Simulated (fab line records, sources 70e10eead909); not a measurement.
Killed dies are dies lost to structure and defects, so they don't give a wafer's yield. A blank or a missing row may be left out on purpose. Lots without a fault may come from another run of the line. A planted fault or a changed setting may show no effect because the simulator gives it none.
Which tool did it? | flow nand_harc | 14 lots, 42 wafers sampled, at 4 steps of a route of 1302

WHAT THE GAUGES READ, wafer by wafer
NHARC_A_ONON_D1_INSPECT_32. Usual: raw_defect_count 75, standard deviation 29.
lot  | measured     | on                | raw_defect_count | flag
L665 | day 8 13:44  | defect_inspect-02 | 87 93 70         |
L666 | day 8 22:50  | defect_inspect-02 | 92 72 137        |
L668 | day 9 13:22  | defect_inspect-01 | 76 68 71         |
L669 | day 10 02:52 | defect_inspect-02 | 99 90 96         |
L670 | day 10 21:32 | defect_inspect-01 | 60 40 63         |
L671 | day 10 21:40 | defect_inspect-02 | 134 120 126      |
L673 | day 11 16:35 | defect_inspect-02 | 81 66 76         |
L674 | day 12 05:20 | defect_inspect-02 | 90 41 58         |
L675 | day 12 05:25 | defect_inspect-02 | 39 51 65         |
L677 | day 13 04:08 | defect_inspect-02 | 30 37 78         |
L681 | day 15 06:44 | defect_inspect-02 | 63 110 99        |
L683 | day 15 11:37 | defect_inspect-02 | 62 36 57         |
L687 | day 17 16:01 | defect_inspect-02 | 126 150 121      |
L688 | day 18 02:01 | defect_inspect-02 | 55 24 75         |

NHARC_A_CHANNEL_HOLE_D1_CD_MEAS_18. Usual: cd_nm 98.7 nm, standard deviation 1.6.
lot  | measured     | on        | cd_nm (nm)       | flag
L665 | day 8 19:20  | cd_sem-01 | 98.0 97.8 101.3  |
L666 | day 9 04:26  | cd_sem-03 | 100.0 99.9 100.7 |
L668 | day 9 20:23  | cd_sem-01 | 97.9 101.2 99.1  |
L669 | day 10 10:23 | cd_sem-02 | 101.8 99.2 100.3 |
L670 | day 11 01:41 | cd_sem-01 | 100.4 101.6 98.3 |
L671 | day 11 01:46 | cd_sem-02 | 97.7 98.7 100.0  |
L673 | day 11 23:20 | cd_sem-03 | 100.4 99.8 98.6  |
L674 | day 12 09:40 | cd_sem-02 | - - -            | OFF
L675 | day 12 09:47 | cd_sem-01 | - - -            | OFF
L677 | day 13 08:13 | cd_sem-02 | 101.4 99.8 99.2  |
L681 | day 15 10:49 | cd_sem-03 | 101.0 101.3 99.5 |
L683 | day 15 17:08 | cd_sem-01 | 98.6 100.7 96.9  |
L687 | day 17 20:10 | cd_sem-01 | 97.1 96.9 96.7   |
L688 | day 18 06:10 | cd_sem-02 | 99.8 99.8 98.0   |

WHICH TOOL RAN EACH LOT (tool, then ch and the chambers of the sampled wafers, then the start)
lot  | NHARC_A_ZERO_WELL_ETCH_13        | NHARC_A_CHANNEL_HOLE_D1_PEB_08
L665 | rie_si-05 ch 1,2,3, day 7 00:37  | litho_track-04 ch 0, day 8 17:57
L666 | rie_si-05 ch 0,2,3, day 7 08:31  | litho_track-06 ch 0, day 9 03:03
L668 | rie_si-05 ch 0,1,2, day 8 02:44  | litho_track-01 ch 0, day 9 19:01
L669 | rie_si-05 ch 2,3, day 8 12:58    | litho_track-04 ch 0, day 10 09:01
L670 | rie_si-06 ch 0,1,3, day 9 04:55  | litho_track-04 ch 0, day 11 00:11
L671 | rie_si-04 ch 0,1,3, day 9 07:46  | litho_track-04 ch 0, day 11 00:21
L673 | rie_si-04 ch 0,1, day 10 05:44   | litho_track-01 ch 0, day 11 21:42
L674 | rie_si-05 ch 0,2,3, day 10 15:45 | litho_track-01, day 12 08:10
L675 | rie_si-06 ch 1,2,3, day 10 16:22 | litho_track-06, day 12 08:25
L677 | rie_si-04 ch 0,1,3, day 11 17:07 | litho_track-06 ch 0, day 13 06:47
L681 | rie_si-06 ch 0,2,3, day 13 10:58 | litho_track-04 ch 0, day 15 09:25
L683 | rie_si-04 ch 1,2,3, day 13 23:55 | litho_track-06 ch 0, day 15 15:29
L687 | rie_si-06 ch 0,1, day 16 04:56   | litho_track-01 ch 0, day 17 18:40
L688 | rie_si-05 ch 1,2,3, day 16 12:19 | litho_track-01 ch 0, day 18 04:47
- NHARC_A_ZERO_WELL_ETCH_13: etches the open film in HBr/Cl2, target depth 120 nm, time 40.1 s.
- NHARC_A_CHANNEL_HOLE_D1_PEB_08: peb time 65 s.

WHAT THE TOOLS THEMSELVES READ (means of the sampled wafers that have a number; where no wafer has one, the mark that the record gives instead)
NHARC_A_ZERO_WELL_ETCH_13. Usual: drypump_motor_current_A 5.9 A, standard deviation 0.47; oes_product_au 0.999 a.u., standard deviation 0.0072; throttle_valve_pct 26.406 %, standard deviation 0.0092.
lot  | tool      | drypump_motor_current_A (A) | oes_product_au (a.u.) | throttle_valve_pct (%) | flag
L665 | rie_si-05 | 5.6                         | 0.997                 | 26.402                 |
L666 | rie_si-05 | 5.7                         | 0.996                 | 26.406                 |
L668 | rie_si-05 | 5.9                         | 0.991                 | 26.405                 |
L669 | rie_si-05 | 5.3                         | 1.007                 | 26.391                 |
L670 | rie_si-06 | 5.8                         | 1.002                 | 26.401                 |
L671 | rie_si-04 | 6.1                         | 1.006                 | 26.407                 |
L673 | rie_si-04 | 6.2                         | 1.002                 | 26.401                 |
L674 | rie_si-05 | 5.7                         | 0.991                 | 26.411                 |
L675 | rie_si-06 | 5.6                         | 1.006                 | 26.396                 |
L677 | rie_si-04 | 6.1                         | 1.002                 | 26.409                 |
L681 | rie_si-06 | 5.9                         | 1.008                 | 26.405                 |
L683 | rie_si-04 | 6.4                         | 0.994                 | 26.407                 |
L687 | rie_si-06 | 5.6                         | 0.995                 | 26.391                 |
L688 | rie_si-05 | 5.6                         | 1.001                 | 26.405                 |

NHARC_A_CHANNEL_HOLE_D1_PEB_08. Usual: chill_plate_temp_C 22.99 C, standard deviation 0.11; exhaust_pa 45.1 Pa, standard deviation 0.83.
lot  | tool           | chill_plate_temp_C (C) | exhaust_pa (Pa) | flag
L665 | litho_track-04 | 22.90                  | 44.9            |
L666 | litho_track-06 | 22.96                  | 44.5            |
L668 | litho_track-01 | 22.89                  | 45.5            |
L669 | litho_track-04 | 22.96                  | 44.4            |
L670 | litho_track-04 | 23.05                  | 45.5            |
L671 | litho_track-04 | 23.09                  | 44.2            |
L673 | litho_track-01 | 23.02                  | 44.3            |
L674 | litho_track-01 | -                      | -               | OFF
L675 | litho_track-06 | -                      | -               | OFF
L677 | litho_track-06 | 23.09                  | 45.7            |
L681 | litho_track-04 | 23.01                  | 45.7            |
L683 | litho_track-06 | 22.99                  | 45.0            |
L687 | litho_track-01 | 22.91                  | 45.1            |
L688 | litho_track-01 | 23.14                  | 45.6            |

THE ANSWER, worked out from the rows above alone
Rule: a lot is off if the mean of its wafers that have a number lies more than 3 standard deviations from the usual mean. A lot without any number at a reading at which 4 lots or more have one is off too. The other lots that the step has rows for count as sound. The gauges are gone through in route order, then the tools' own readings, and for those a lot's mean is taken as printed above. The first step at which some lot is off is used, and at that step the reading that is off furthest; a lot without a number counts as furthest.
Off: L674, L675, at NHARC_A_CHANNEL_HOLE_D1_CD_MEAS_18 (cd_nm). Without a number there: L674, L675.
A tool fits if, at a process step before that reading, it ran every lot that is off, and no sound lot after the first of them. The gauges at NHARC_A_CHANNEL_HOLE_D1_CD_MEAS_18 aren't tried: what is off there is off at NHARC_A_CHANNEL_HOLE_D1_PEB_08 too, on other tools, and a gauge's error can't cause that. None of those tried fits.

WHAT THE SIMULATOR HAD PUT IN
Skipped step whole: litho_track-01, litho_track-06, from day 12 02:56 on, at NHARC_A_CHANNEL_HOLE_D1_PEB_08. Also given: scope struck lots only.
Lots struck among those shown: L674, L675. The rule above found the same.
